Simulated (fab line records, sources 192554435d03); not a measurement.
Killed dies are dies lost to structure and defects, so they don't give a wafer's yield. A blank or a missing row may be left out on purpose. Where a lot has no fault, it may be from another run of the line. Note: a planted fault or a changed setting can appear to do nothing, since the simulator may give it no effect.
fab line records || flow n5-finfet || part 2 of 2: steps 17 to 29 of 29
record {"lots": 5, "wafers": 15, "last-day": 17}
route steps=1938 shown BEOL_M5@1146
lots that met no fault: from a run of the same line without faults
start-h: hours from the record's first day to the start of the lot's first wafer shown || wait-h: how many hours have passed since the lot's step before this one || " as in the row above || L1.1+2: a single row standing in for several wafers || - no value present, or no start provided || * or withheld: withheld || < > ~ a bound
route shown NAME@n: a module of which the file shows steps, and the number in the route of the first || usual: mean/standard deviation of fault-free wafers || same: alike in all rows || chamber/n: place in a boat || sites: per-site readings || _std_site: their standard deviation || _edge_site: mean of outer sites minus mean of inner sites || radius-mm: how far each site lies from the wafer's centre || mask NAME#n: copy n || behind: the tool/chamber that last shaped the wafer || hold: why the lot went on hold/how many hours it stayed there/how the hold came to an end || device: the transistor (n, p or np) that didn't switch || end of line: tests run on the same wafers once the route is complete || a step with no rows: only its recipe || killed: not the wafer's yield, but the dies lost to structure and defects at the first sort || map: shows each die of a wafer: x if killed, . if not, _ if none is there
set.NAME: the run value of the setting; set.NAME@STEP: its run value at that earlier step || model.NAME: the simulator's own value behind a step, which no gauge read
certain route steps with their lots: each step a table, each wafer a row
services: a tool's chamber out of use, with start hour (start-h, from the record's first day; less than 0 if before it), hours out, and reason
## steps
# step N5_BEOL_M5_STRIP_91
# recipe {"chemistry": "N2/H2", "time-s": 10, "power-w": 450, "temp-c": 40, "pressure-mtorr": 20, "rf-frequency-hz": 6e+07, "bias-power-w": 7, "n2-flow-sccm": 200, "h2-flow-sccm": 200}
# usual {"drypump-motor-current-A": "5.6/0.5", "oes-product-au": "0.80/0.095", "rf-vpp-V": "59.1/0.92", "showerhead-plenum-p-Torr": "2.51/0.11", "throttle-valve-pct": "23.7/0.34"}
{"lot.wafer": "L075.1", "tool": "rie-diel-02", "chamber": 2, "start-h": "-", "wait-h": "-", "drypump-motor-current-A": 5.7, "oes-product-au": 0.85, "rf-hours-counter-h": 73, "rf-vpp-V": 57.9, "showerhead-plenum-p-Torr": 2.45, "throttle-valve-pct": 23.7}
{"lot.wafer": "L075.2", "tool": "rie-diel-02", "chamber": 0, "start-h": "-", "wait-h": "-", "drypump-motor-current-A": 5.7, "oes-product-au": 0.74, "rf-hours-counter-h": 140, "rf-vpp-V": 59.0, "showerhead-plenum-p-Torr": 2.36, "throttle-valve-pct": 24.2}
{"lot.wafer": "L075.3", "tool": "rie-diel-02", "chamber": 1, "start-h": "-", "wait-h": "-", "drypump-motor-current-A": 5.5, "oes-product-au": 0.72, "rf-hours-counter-h": 229, "rf-vpp-V": 60.1, "showerhead-plenum-p-Torr": 2.49, "throttle-valve-pct": 24.0}
{"lot.wafer": "L081.2", "tool": "rie-diel-03", "chamber": 2, "start-h": "-", "wait-h": "-", "drypump-motor-current-A": 5.3, "oes-product-au": 0.86, "rf-hours-counter-h": 55, "rf-vpp-V": 58.9, "showerhead-plenum-p-Torr": 2.47, "throttle-valve-pct": 23.5}
{"lot.wafer": "L081.4", "tool": "rie-diel-03", "chamber": 1, "start-h": "-", "wait-h": "-", "drypump-motor-current-A": 5.0, "oes-product-au": 0.88, "rf-hours-counter-h": "-", "rf-vpp-V": 58.5, "showerhead-plenum-p-Torr": 2.70, "throttle-valve-pct": 23.5}
{"lot.wafer": "L081.5", "tool": "rie-diel-03", "chamber": 3, "start-h": "-", "wait-h": "-", "drypump-motor-current-A": 6.5, "oes-product-au": 0.70, "rf-hours-counter-h": "-", "rf-vpp-V": 59.6, "showerhead-plenum-p-Torr": 2.39, "throttle-valve-pct": 23.5}
{"lot.wafer": "L089.4", "tool": "rie-diel-03", "chamber": 1, "start-h": "-", "wait-h": "-", "drypump-motor-current-A": 5.0, "oes-product-au": 0.85, "rf-hours-counter-h": "-", "rf-vpp-V": 59.8, "showerhead-plenum-p-Torr": 2.70, "throttle-valve-pct": 23.5}
{"lot.wafer": "L089.5", "tool": "rie-diel-03", "chamber": 3, "start-h": "-", "wait-h": "-", "drypump-motor-current-A": 6.4, "oes-product-au": 0.68, "rf-hours-counter-h": "-", "rf-vpp-V": 58.6, "showerhead-plenum-p-Torr": 2.39, "throttle-valve-pct": 23.5}
{"lot.wafer": "L089.6", "tool": "rie-diel-03", "chamber": 2, "start-h": "-", "wait-h": "-", "drypump-motor-current-A": 5.3, "oes-product-au": 0.83, "rf-hours-counter-h": "-", "rf-vpp-V": 58.3, "showerhead-plenum-p-Torr": 2.46, "throttle-valve-pct": 23.5}
{"lot.wafer": "L092.3", "tool": "rie-diel-03", "chamber": 2, "start-h": "-", "wait-h": "-", "drypump-motor-current-A": 5.3, "oes-product-au": 0.83, "rf-hours-counter-h": 87, "rf-vpp-V": 58.5, "showerhead-plenum-p-Torr": 2.45, "throttle-valve-pct": 23.5}
{"lot.wafer": "L092.5", "tool": "rie-diel-03", "chamber": 3, "start-h": "-", "wait-h": "-", "drypump-motor-current-A": 6.5, "oes-product-au": 1.00, "rf-hours-counter-h": "-", "rf-vpp-V": 58.5, "showerhead-plenum-p-Torr": 2.71, "throttle-valve-pct": 23.1}
{"lot.wafer": "L092.6", "tool": "rie-diel-03", "chamber": 0, "start-h": "-", "wait-h": "-", "drypump-motor-current-A": 5.9, "oes-product-au": 0.67, "rf-hours-counter-h": "-", "rf-vpp-V": 60.1, "showerhead-plenum-p-Torr": 2.62, "throttle-valve-pct": 23.4}
{"lot.wafer": "L097.1", "tool": "rie-diel-06", "chamber": 3, "start-h": "-", "wait-h": "-", "drypump-motor-current-A": 4.7, "oes-product-au": 0.79, "rf-hours-counter-h": 130, "rf-vpp-V": 58.2, "showerhead-plenum-p-Torr": 2.53, "throttle-valve-pct": 23.5}
{"lot.wafer": "L097.3", "tool": "rie-diel-06", "chamber": 0, "start-h": "-", "wait-h": "-", "drypump-motor-current-A": 6.3, "oes-product-au": 0.97, "rf-hours-counter-h": 3, "rf-vpp-V": 61.2, "showerhead-plenum-p-Torr": 2.73, "throttle-valve-pct": 23.9}
{"lot.wafer": "L097.5", "tool": "rie-diel-06", "chamber": 0, "start-h": "-", "wait-h": "-", "drypump-motor-current-A": 6.3, "oes-product-au": 0.98, "rf-hours-counter-h": "-", "rf-vpp-V": 60.6, "showerhead-plenum-p-Torr": 2.73, "throttle-valve-pct": 23.9}
# step N5_BEOL_M5_OCD_MEAS_38
# usual {"trench-depth-nm": "70.5/1.2"}
{"lot.wafer": "L075.1", "tool": "ocd-01", "chamber": "-", "start-h": 173.69, "wait-h": "-", "trench-depth-nm": 70.3}
{"lot.wafer": "L075.2", "tool": "ocd-01", "chamber": "-", "start-h": 173.69, "wait-h": "-", "trench-depth-nm": 69.4}
{"lot.wafer": "L075.3", "tool": "ocd-01", "chamber": "-", "start-h": 173.69, "wait-h": "-", "trench-depth-nm": 70.2}
{"lot.wafer": "L081.2", "tool": "ocd-02", "chamber": "-", "start-h": 205.99, "wait-h": "-", "trench-depth-nm": 70.6}
{"lot.wafer": "L081.4", "tool": "ocd-02", "chamber": "-", "start-h": 205.99, "wait-h": "-", "trench-depth-nm": 72.0}
{"lot.wafer": "L081.5", "tool": "ocd-02", "chamber": "-", "start-h": 205.99, "wait-h": "-", "trench-depth-nm": 70.5}
{"lot.wafer": "L089.4", "tool": "ocd-02", "chamber": "-", "start-h": 252.12, "wait-h": "-", "trench-depth-nm": 71.2}
{"lot.wafer": "L089.5", "tool": "ocd-02", "chamber": "-", "start-h": 252.12, "wait-h": "-", "trench-depth-nm": 69.8}
{"lot.wafer": "L089.6", "tool": "ocd-02", "chamber": "-", "start-h": 252.12, "wait-h": "-", "trench-depth-nm": 71.5}
{"lot.wafer": "L092.3", "tool": "ocd-01", "chamber": "-", "start-h": 285.47, "wait-h": "-", "trench-depth-nm": 70.7}
{"lot.wafer": "L092.5", "tool": "ocd-01", "chamber": "-", "start-h": 285.47, "wait-h": "-", "trench-depth-nm": 71.4}
{"lot.wafer": "L092.6", "tool": "ocd-01", "chamber": "-", "start-h": 285.47, "wait-h": "-", "trench-depth-nm": 70.1}
{"lot.wafer": "L097.1", "tool": "ocd-01", "chamber": "-", "start-h": 315.47, "wait-h": "-", "trench-depth-nm": 72.2}
{"lot.wafer": "L097.3", "tool": "ocd-01", "chamber": "-", "start-h": 315.47, "wait-h": "-", "trench-depth-nm": 74.5}
{"lot.wafer": "L097.5", "tool": "ocd-01", "chamber": "-", "start-h": 315.47, "wait-h": "-", "trench-depth-nm": 74.5}
# step N5_BEOL_M5_HM_STRIP_39
# recipe {"chemistry": "peroxide-tin-strip", "material": "TiN", "target-depth-a": 250, "temp-c": 50, "time-s": 158}
{"lot.wafer": "L075.1+2+3", "tool": "wet-bench-03", "chamber": "4,1,2", "start-h": 173.72, "wait-h": 0.0}
{"lot.wafer": "L081.2+4+5", "tool": "wet-bench-01", "chamber": "7,3,5", "start-h": 206.04, "wait-h": 0.0}
{"lot.wafer": "L089.4+5+6", "tool": "wet-bench-01", "chamber": "6,4,3", "start-h": 252.15, "wait-h": 0.0}
{"lot.wafer": "L092.3+5+6", "tool": "wet-bench-03", "chamber": "4,1,6", "start-h": 285.50, "wait-h": 0.0}
{"lot.wafer": "L097.1+3+5", "tool": "wet-bench-03", "chamber": "1,4,2", "start-h": 315.51, "wait-h": 0.0}
# step N5_BEOL_M5_SRD_40
# recipe {"time-s": 30, "temp-c": 23, "rinse-liquid": "diw", "dry": "ipa-marangoni"}
{"lot.wafer": "L075.1+2+3", "tool": "wet-bench-03", "chamber": "4,1,2", "start-h": 173.77, "wait-h": 0.0}
{"lot.wafer": "L081.2+4+5", "tool": "wet-bench-01", "chamber": "7,3,5", "start-h": 206.08, "wait-h": 0.0}
{"lot.wafer": "L089.4+5+6", "tool": "wet-bench-01", "chamber": "6,4,3", "start-h": 252.20, "wait-h": 0.0}
{"lot.wafer": "L092.3+5+6", "tool": "wet-bench-03", "chamber": "4,1,6", "start-h": 285.55, "wait-h": 0.0}
{"lot.wafer": "L097.1+3+5", "tool": "wet-bench-03", "chamber": "1,4,2", "start-h": 315.55, "wait-h": 0.0}
# step N5_BEOL_M5_PRECLEAN_42
# recipe {"chemistry": "residue-remover", "time-s": 60, "temp-c": 40}
{"lot.wafer": "L075.1+2+3", "tool": "wet-bench-03", "chamber": "4,1,2", "start-h": 173.79, "wait-h": 0.0}
{"lot.wafer": "L081.2+4+5", "tool": "wet-bench-01", "chamber": "7,3,5", "start-h": 206.10, "wait-h": 0.0}
{"lot.wafer": "L089.4+5+6", "tool": "wet-bench-01", "chamber": "6,4,3", "start-h": 252.22, "wait-h": 0.0}
{"lot.wafer": "L092.3+5+6", "tool": "wet-bench-03", "chamber": "4,1,6", "start-h": 285.56, "wait-h": 0.0}
{"lot.wafer": "L097.1+3+5", "tool": "wet-bench-03", "chamber": "1,4,2", "start-h": 315.57, "wait-h": 0.0}
# step N5_BEOL_M5_SRD_43
# recipe {"time-s": 30, "temp-c": 23, "rinse-liquid": "diw", "dry": "ipa-marangoni"}
{"lot.wafer": "L075.1+2+3", "tool": "wet-bench-03", "chamber": "4,1,2", "start-h": 173.80, "wait-h": 0.0}
{"lot.wafer": "L081.2+4+5", "tool": "wet-bench-01", "chamber": "7,3,5", "start-h": 206.12, "wait-h": 0.0}
{"lot.wafer": "L089.4+5+6", "tool": "wet-bench-01", "chamber": "6,4,3", "start-h": 252.24, "wait-h": 0.0}
{"lot.wafer": "L092.3+5+6", "tool": "wet-bench-03", "chamber": "4,1,6", "start-h": 285.58, "wait-h": 0.0}
{"lot.wafer": "L097.1+3+5", "tool": "wet-bench-03", "chamber": "1,4,2", "start-h": 315.59, "wait-h": 0.0}
# step N5_BEOL_M5_CD_MEAS_35
# recipe {"target-cd-nm": 28, "target-cd-y-nm": 24, "polarity": "opening"}
# usual {"cd-nm": "28.0/0.44"}
{"lot.wafer": "L075.1", "tool": "cd-sem-02", "chamber": "-", "start-h": 173.84, "wait-h": 0.0, "cd-nm": 28.4}
{"lot.wafer": "L075.2", "tool": "cd-sem-02", "chamber": "-", "start-h": 173.84, "wait-h": 0.0, "cd-nm": 28.0}
{"lot.wafer": "L075.3", "tool": "cd-sem-02", "chamber": "-", "start-h": 173.84, "wait-h": 0.0, "cd-nm": 28.0}
{"lot.wafer": "L081.2", "tool": "cd-sem-02", "chamber": "-", "start-h": 206.16, "wait-h": 0.0, "cd-nm": 27.9}
{"lot.wafer": "L081.4", "tool": "cd-sem-02", "chamber": "-", "start-h": 206.16, "wait-h": 0.0, "cd-nm": 27.9}
{"lot.wafer": "L081.5", "tool": "cd-sem-02", "chamber": "-", "start-h": 206.16, "wait-h": 0.0, "cd-nm": 28.0}
{"lot.wafer": "L089.4", "tool": "cd-sem-03", "chamber": "-", "start-h": 252.29, "wait-h": 0.0, "cd-nm": 27.7}
{"lot.wafer": "L089.5", "tool": "cd-sem-03", "chamber": "-", "start-h": 252.29, "wait-h": 0.0, "cd-nm": 28.3}
{"lot.wafer": "L089.6", "tool": "cd-sem-03", "chamber": "-", "start-h": 252.29, "wait-h": 0.0, "cd-nm": 27.5}
{"lot.wafer": "L092.3", "tool": "cd-sem-02", "chamber": "-", "start-h": 285.62, "wait-h": 0.0, "cd-nm": 27.7}
{"lot.wafer": "L092.5", "tool": "cd-sem-02", "chamber": "-", "start-h": 285.62, "wait-h": 0.0, "cd-nm": 27.8}
{"lot.wafer": "L092.6", "tool": "cd-sem-02", "chamber": "-", "start-h": 285.62, "wait-h": 0.0, "cd-nm": 27.9}
{"lot.wafer": "L097.1", "tool": "cd-sem-03", "chamber": "-", "start-h": 315.63, "wait-h": 0.0, "cd-nm": 29.2}
{"lot.wafer": "L097.3", "tool": "cd-sem-03", "chamber": "-", "start-h": 315.63, "wait-h": 0.0, "cd-nm": 28.0}
{"lot.wafer": "L097.5", "tool": "cd-sem-03", "chamber": "-", "start-h": 315.63, "wait-h": 0.0, "cd-nm": 29.1}
# step N5_BEOL_M5_CURE_80
# recipe {"temp-c": 370, "time-s": 120, "ambient": "DMADMS/He", "material": "SiCOH_lowk"}
# usual {"lamp-power-pct": "52.32/0.057", "wafer_temp_C_max": "371.9/0.87"}
{"lot.wafer": "L075.1", "tool": "uv-cure-03", "chamber": 0, "start-h": 173.89, "wait-h": 0.0, "lamp-power-pct": 52.35, "wafer_temp_C_max": 371.1}
{"lot.wafer": "L075.2", "tool": "uv-cure-03", "chamber": 0, "start-h": 173.89, "wait-h": 0.0, "lamp-power-pct": 52.25, "wafer_temp_C_max": 370.9}
{"lot.wafer": "L075.3", "tool": "uv-cure-03", "chamber": 0, "start-h": 173.89, "wait-h": 0.0, "lamp-power-pct": 52.36, "wafer_temp_C_max": 370.4}
{"lot.wafer": "L081.2", "tool": "uv-cure-01", "chamber": 2, "start-h": 206.28, "wait-h": 0.1, "lamp-power-pct": 52.29, "wafer_temp_C_max": 371.4}
{"lot.wafer": "L081.4", "tool": "uv-cure-01", "chamber": 2, "start-h": 206.28, "wait-h": 0.1, "lamp-power-pct": 52.38, "wafer_temp_C_max": 371.4}
{"lot.wafer": "L081.5", "tool": "uv-cure-01", "chamber": 2, "start-h": 206.28, "wait-h": 0.1, "lamp-power-pct": 52.45, "wafer_temp_C_max": 371.9}
{"lot.wafer": "L089.4", "tool": "uv-cure-01", "chamber": 0, "start-h": 252.48, "wait-h": 0.2, "lamp-power-pct": 52.28, "wafer_temp_C_max": 370.7}
{"lot.wafer": "L089.5", "tool": "uv-cure-01", "chamber": 0, "start-h": 252.48, "wait-h": 0.2, "lamp-power-pct": 52.26, "wafer_temp_C_max": 370.7}
{"lot.wafer": "L089.6", "tool": "uv-cure-01", "chamber": 0, "start-h": 252.48, "wait-h": 0.2, "lamp-power-pct": 52.35, "wafer_temp_C_max": 370.5}
{"lot.wafer": "L092.3", "tool": "uv-cure-03", "chamber": 0, "start-h": 285.76, "wait-h": 0.1, "lamp-power-pct": 52.29, "wafer_temp_C_max": 371.0}
{"lot.wafer": "L092.5", "tool": "uv-cure-03", "chamber": 0, "start-h": 285.76, "wait-h": 0.1, "lamp-power-pct": 52.39, "wafer_temp_C_max": 371.3}
{"lot.wafer": "L092.6", "tool": "uv-cure-03", "chamber": 0, "start-h": 285.76, "wait-h": 0.1, "lamp-power-pct": 52.36, "wafer_temp_C_max": 371.2}
{"lot.wafer": "L097.1", "tool": "uv-cure-02", "chamber": 2, "start-h": 315.67, "wait-h": 0.0, "lamp-power-pct": 52.23, "wafer_temp_C_max": 371.7}
{"lot.wafer": "L097.3", "tool": "uv-cure-02", "chamber": 2, "start-h": 315.67, "wait-h": 0.0, "lamp-power-pct": 52.14, "wafer_temp_C_max": 371.3}
{"lot.wafer": "L097.5", "tool": "uv-cure-02", "chamber": 2, "start-h": 315.67, "wait-h": 0.0, "lamp-power-pct": 52.23, "wafer_temp_C_max": 371.9}
# step N5_BEOL_M5_DEGAS_44
# recipe {"ambient": "vacuum", "temp-c": 250, "time-s": 60}
# usual {"heater-power-w": "339/34"}
{"lot.wafer": "L075.1", "tool": "pvd-sputter-01", "chamber": "-", "start-h": 174.30, "wait-h": 0.4, "heater-power-w": 293}
{"lot.wafer": "L075.2", "tool": "pvd-sputter-01", "chamber": "-", "start-h": 174.30, "wait-h": 0.4, "heater-power-w": 398}
{"lot.wafer": "L075.3", "tool": "pvd-sputter-01", "chamber": "-", "start-h": 174.30, "wait-h": 0.4, "heater-power-w": 356}
{"lot.wafer": "L081.2", "tool": "pvd-sputter-02", "chamber": "-", "start-h": 206.67, "wait-h": 0.3, "heater-power-w": 322}
{"lot.wafer": "L081.4", "tool": "pvd-sputter-02", "chamber": "-", "start-h": 206.67, "wait-h": 0.3, "heater-power-w": 344}
{"lot.wafer": "L081.5", "tool": "pvd-sputter-02", "chamber": "-", "start-h": 206.67, "wait-h": 0.3, "heater-power-w": 360}
{"lot.wafer": "L089.4", "tool": "pvd-sputter-02", "chamber": "-", "start-h": 253.52, "wait-h": 1.0, "heater-power-w": 286}
{"lot.wafer": "L089.5", "tool": "pvd-sputter-02", "chamber": "-", "start-h": 253.52, "wait-h": 1.0, "heater-power-w": 303}
{"lot.wafer": "L089.6", "tool": "pvd-sputter-02", "chamber": "-", "start-h": 253.52, "wait-h": 1.0, "heater-power-w": 292}
{"lot.wafer": "L092.3", "tool": "pvd-sputter-02", "chamber": "-", "start-h": 286.14, "wait-h": 0.3, "heater-power-w": 348}
{"lot.wafer": "L092.5", "tool": "pvd-sputter-02", "chamber": "-", "start-h": 286.14, "wait-h": 0.3, "heater-power-w": 290}
{"lot.wafer": "L092.6", "tool": "pvd-sputter-02", "chamber": "-", "start-h": 286.14, "wait-h": 0.3, "heater-power-w": 306}
{"lot.wafer": "L097.1", "tool": "pvd-sputter-03", "chamber": "-", "start-h": 317.26, "wait-h": 1.5, "heater-power-w": 396}
{"lot.wafer": "L097.3", "tool": "pvd-sputter-03", "chamber": "-", "start-h": 317.26, "wait-h": 1.5, "heater-power-w": 348}
{"lot.wafer": "L097.5", "tool": "pvd-sputter-03", "chamber": "-", "start-h": 317.26, "wait-h": 1.5, "heater-power-w": 342}
# step N5_BEOL_M5_PRE_CLEAN_45
# recipe {"gas": "H2/He", "time-s": 30, "temp-c": 250}
# usual {"heater-power-w": "339/34"}
{"lot.wafer": "L075.1", "tool": "pvd-sputter-01", "chamber": "-", "start-h": 174.34, "wait-h": 0.0, "heater-power-w": 298}
{"lot.wafer": "L075.2", "tool": "pvd-sputter-01", "chamber": "-", "start-h": 174.34, "wait-h": 0.0, "heater-power-w": 399}
{"lot.wafer": "L075.3", "tool": "pvd-sputter-01", "chamber": "-", "start-h": 174.34, "wait-h": 0.0, "heater-power-w": 374}
{"lot.wafer": "L081.2", "tool": "pvd-sputter-02", "chamber": "-", "start-h": 206.71, "wait-h": 0.0, "heater-power-w": 314}
{"lot.wafer": "L081.4", "tool": "pvd-sputter-02", "chamber": "-", "start-h": 206.71, "wait-h": 0.0, "heater-power-w": 347}
{"lot.wafer": "L081.5", "tool": "pvd-sputter-02", "chamber": "-", "start-h": 206.71, "wait-h": 0.0, "heater-power-w": 344}
{"lot.wafer": "L089.4", "tool": "pvd-sputter-02", "chamber": "-", "start-h": 253.56, "wait-h": 0.0, "heater-power-w": 300}
{"lot.wafer": "L089.5", "tool": "pvd-sputter-02", "chamber": "-", "start-h": 253.56, "wait-h": 0.0, "heater-power-w": 304}
{"lot.wafer": "L089.6", "tool": "pvd-sputter-02", "chamber": "-", "start-h": 253.56, "wait-h": 0.0, "heater-power-w": 296}
{"lot.wafer": "L092.3", "tool": "pvd-sputter-02", "chamber": "-", "start-h": 286.18, "wait-h": 0.0, "heater-power-w": 344}
{"lot.wafer": "L092.5", "tool": "pvd-sputter-02", "chamber": "-", "start-h": 286.18, "wait-h": 0.0, "heater-power-w": 289}
{"lot.wafer": "L092.6", "tool": "pvd-sputter-02", "chamber": "-", "start-h": 286.18, "wait-h": 0.0, "heater-power-w": 307}
{"lot.wafer": "L097.1", "tool": "pvd-sputter-03", "chamber": "-", "start-h": 317.30, "wait-h": 0.0, "heater-power-w": 401}
{"lot.wafer": "L097.3", "tool": "pvd-sputter-03", "chamber": "-", "start-h": 317.30, "wait-h": 0.0, "heater-power-w": 338}
{"lot.wafer": "L097.5", "tool": "pvd-sputter-03", "chamber": "-", "start-h": 317.30, "wait-h": 0.0, "heater-power-w": 340}
# step N5_BEOL_M5_ALD_86
# recipe {"material": "TaN", "target-thk-a": "*", "temp-c": 275, "ald-precursor-family": "PDMAT", "ald-co-reactant": "NH3", "pressure-torr": 3, "carrier-flow-sccm": 1500, "pulse-time-s": 2, "purge-time-s": 3, "co-reactant-purge-time-s": 2, "co-reactant-pulse-time-s": 3, "ald-cycles": 30, "precursor-vessel-temp-c": 75, "precursor-vessel-pressure-torr": 26.25, "precursor-vessel-carrier-sccm": 1000}
# usual {"heater-power-w": "405/41"}
{"lot.wafer": "L075.1", "tool": "ald-metal-02", "chamber": 0, "start-h": 174.40, "wait-h": 0.0, "heater-power-w": 453}
{"lot.wafer": "L075.2", "tool": "ald-metal-02", "chamber": 2, "start-h": 174.40, "wait-h": 0.0, "heater-power-w": 374}
{"lot.wafer": "L075.3", "tool": "ald-metal-02", "chamber": 3, "start-h": 174.40, "wait-h": 0.0, "heater-power-w": 461}
{"lot.wafer": "L081.2", "tool": "ald-metal-04", "chamber": 2, "start-h": 206.83, "wait-h": 0.1, "heater-power-w": 412}
{"lot.wafer": "L081.4", "tool": "ald-metal-04", "chamber": 3, "start-h": 206.83, "wait-h": 0.1, "heater-power-w": 416}
{"lot.wafer": "L081.5", "tool": "ald-metal-04", "chamber": 0, "start-h": 206.83, "wait-h": 0.1, "heater-power-w": 335}
{"lot.wafer": "L089.4", "tool": "ald-metal-02", "chamber": 3, "start-h": 253.63, "wait-h": 0.1, "heater-power-w": 450}
{"lot.wafer": "L089.5", "tool": "ald-metal-02", "chamber": 0, "start-h": 253.63, "wait-h": 0.1, "heater-power-w": 444}
{"lot.wafer": "L089.6", "tool": "ald-metal-02", "chamber": 1, "start-h": 253.63, "wait-h": 0.1, "heater-power-w": 398}
{"lot.wafer": "L092.3", "tool": "ald-metal-04", "chamber": 1, "start-h": 286.26, "wait-h": 0.1, "heater-power-w": 349}
{"lot.wafer": "L092.5", "tool": "ald-metal-04", "chamber": 2, "start-h": 286.26, "wait-h": 0.1, "heater-power-w": 401}
{"lot.wafer": "L092.6", "tool": "ald-metal-04", "chamber": 1, "start-h": 286.26, "wait-h": 0.1, "heater-power-w": 346}
{"lot.wafer": "L097.1", "tool": "ald-metal-02", "chamber": 0, "start-h": 317.36, "wait-h": 0.0, "heater-power-w": 440}
{"lot.wafer": "L097.3", "tool": "ald-metal-02", "chamber": 3, "start-h": 317.36, "wait-h": 0.0, "heater-power-w": 461}
{"lot.wafer": "L097.5", "tool": "ald-metal-02", "chamber": 2, "start-h": 317.36, "wait-h": 0.0, "heater-power-w": 371}
# step N5_BEOL_M5_SURFACE_TREAT_87
# recipe {"gas": "Ar", "time-s": "*", "ion-energy-ev": "*", "ion-current-ma-cm2": 0.5, "pressure-mtorr": "*", "ar-flow-sccm": 30}
# usual {"throttle-valve-pct": "*"}
{"lot.wafer": "L075.1", "tool": "pvd-sputter-02", "chamber": "-", "start-h": 174.74, "wait-h": 0.2, "throttle-valve-pct": "*"}
{"lot.wafer": "L075.2", "tool": "pvd-sputter-02", "chamber": "-", "start-h": 174.74, "wait-h": 0.2, "throttle-valve-pct": "*"}
{"lot.wafer": "L075.3", "tool": "pvd-sputter-02", "chamber": "-", "start-h": 174.74, "wait-h": 0.2, "throttle-valve-pct": "*"}
{"lot.wafer": "L081.2", "tool": "pvd-sputter-03", "chamber": "-", "start-h": 207.08, "wait-h": 0.1, "throttle-valve-pct": "*"}
{"lot.wafer": "L081.4", "tool": "pvd-sputter-03", "chamber": "-", "start-h": 207.08, "wait-h": 0.1, "throttle-valve-pct": "*"}
{"lot.wafer": "L081.5", "tool": "pvd-sputter-03", "chamber": "-", "start-h": 207.08, "wait-h": 0.1, "throttle-valve-pct": "*"}
{"lot.wafer": "L089.4", "tool": "pvd-sputter-03", "chamber": "-", "start-h": 253.87, "wait-h": 0.1, "throttle-valve-pct": "*"}
{"lot.wafer": "L089.5", "tool": "pvd-sputter-03", "chamber": "-", "start-h": 253.87, "wait-h": 0.1, "throttle-valve-pct": "*"}
{"lot.wafer": "L089.6", "tool": "pvd-sputter-03", "chamber": "-", "start-h": 253.87, "wait-h": 0.1, "throttle-valve-pct": "*"}
{"lot.wafer": "L092.3", "tool": "pvd-sputter-01", "chamber": "-", "start-h": 286.74, "wait-h": 0.4, "throttle-valve-pct": "*"}
{"lot.wafer": "L092.5", "tool": "pvd-sputter-01", "chamber": "-", "start-h": 286.74, "wait-h": 0.4, "throttle-valve-pct": "*"}
{"lot.wafer": "L092.6", "tool": "pvd-sputter-01", "chamber": "-", "start-h": 286.74, "wait-h": 0.4, "throttle-valve-pct": "*"}
{"lot.wafer": "L097.1", "tool": "pvd-sputter-03", "chamber": "-", "start-h": 317.62, "wait-h": 0.2, "throttle-valve-pct": "*"}
{"lot.wafer": "L097.3", "tool": "pvd-sputter-03", "chamber": "-", "start-h": 317.62, "wait-h": 0.2, "throttle-valve-pct": "*"}
{"lot.wafer": "L097.5", "tool": "pvd-sputter-03", "chamber": "-", "start-h": 317.62, "wait-h": 0.2, "throttle-valve-pct": "*"}
# step N5_BEOL_M5_CVD_47
# recipe {"material": "Co", "target-thk-a": 30, "temp-c": "withheld", "precursor": "CCTBA/H2", "pressure-torr": 30, "time-s": 216}
{"lot.wafer": "L075.1+2+3", "tool": "cvd-co-01", "chamber": "1,2,0", "start-h": 174.90, "wait-h": 0.1}
{"lot.wafer": "L081.2+4+5", "tool": "cvd-co-01", "chamber": "1,1,2", "start-h": 207.20, "wait-h": 0.1}
{"lot.wafer": "L089.4+5+6", "tool": "cvd-co-01", "chamber": "1,2,0", "start-h": 254.01, "wait-h": 0.1}
{"lot.wafer": "L092.3+5+6", "tool": "cvd-co-02", "chamber": "1,1,2", "start-h": 286.88, "wait-h": 0.1}
{"lot.wafer": "L097.1+3+5", "tool": "cvd-co-02", "chamber": "2,0,2", "start-h": 317.73, "wait-h": 0.1}
## services
{"tool": "ald-metal-02", "chamber": 0, "start-h": 152.00, "hours": 9.9, "kind": "repair"}
{"tool": "ald-metal-02", "chamber": 1, "start-h": 158.25, "hours": 28.4, "kind": "repair"}
{"tool": "rie-diel-06", "chamber": 0, "start-h": 163.38, "hours": 9.6, "kind": "repair"}
{"tool": "uv-cure-01", "chamber": "-", "start-h": 167.01, "hours": 14.6, "kind": "pm"}
{"tool": "cvd-co-02", "chamber": 2, "start-h": 167.15, "hours": 5.6, "kind": "repair"}
{"tool": "uv-cure-03", "chamber": "-", "start-h": 178.99, "hours": 7.5, "kind": "pm"}
{"tool": "uv-cure-02", "chamber": "-", "start-h": 202.88, "hours": 2.1, "kind": "pm"}
{"tool": "uv-cure-02", "chamber": "-", "start-h": 210.66, "hours": 1.3, "kind": "repair"}
{"tool": "cvd-co-01", "chamber": "-", "start-h": 220.05, "hours": 1.5, "kind": "repair"}
{"tool": "uv-cure-02", "chamber": "-", "start-h": 231.90, "hours": 7.9, "kind": "repair"}
{"tool": "rie-diel-03", "chamber": 3, "start-h": 257.80, "hours": "-", "kind": "clean"}
{"tool": "rie-diel-03", "chamber": 3, "start-h": 257.80, "hours": "-", "kind": "consumable-replace:focus-ring"}
{"tool": "rie-diel-03", "chamber": 3, "start-h": 257.80, "hours": "-", "kind": "consumable-replace:showerhead"}
{"tool": "rie-diel-03", "chamber": 0, "start-h": 274.83, "hours": 3.8, "kind": "repair"}
{"tool": "rie-diel-06", "chamber": 3, "start-h": 276.39, "hours": 6.5, "kind": "repair"}
{"tool": "rie-diel-02", "chamber": 3, "start-h": 277.39, "hours": 11.6, "kind": "repair"}
{"tool": "cvd-co-02", "chamber": 0, "start-h": 280.72, "hours": 8.7, "kind": "repair"}
{"tool": "uv-cure-01", "chamber": "-", "start-h": 282.84, "hours": 0.8, "kind": "repair"}
{"tool": "rie-diel-06", "chamber": 3, "start-h": 289.56, "hours": 18.8, "kind": "repair"}
{"tool": "ald-metal-04", "chamber": 2, "start-h": 293.30, "hours": 21.6, "kind": "repair"}
{"tool": "rie-diel-02", "chamber": 3, "start-h": 297.64, "hours": 18.1, "kind": "repair"}
{"tool": "rie-diel-02", "chamber": 1, "start-h": 303.65, "hours": 4.8, "kind": "repair"}
{"tool": "ald-metal-02", "chamber": "-", "start-h": 310.20, "hours": 1.5, "kind": "repair"}
{"tool": "rie-diel-06", "chamber": 1, "start-h": 313.27, "hours": 20.2, "kind": "repair"}
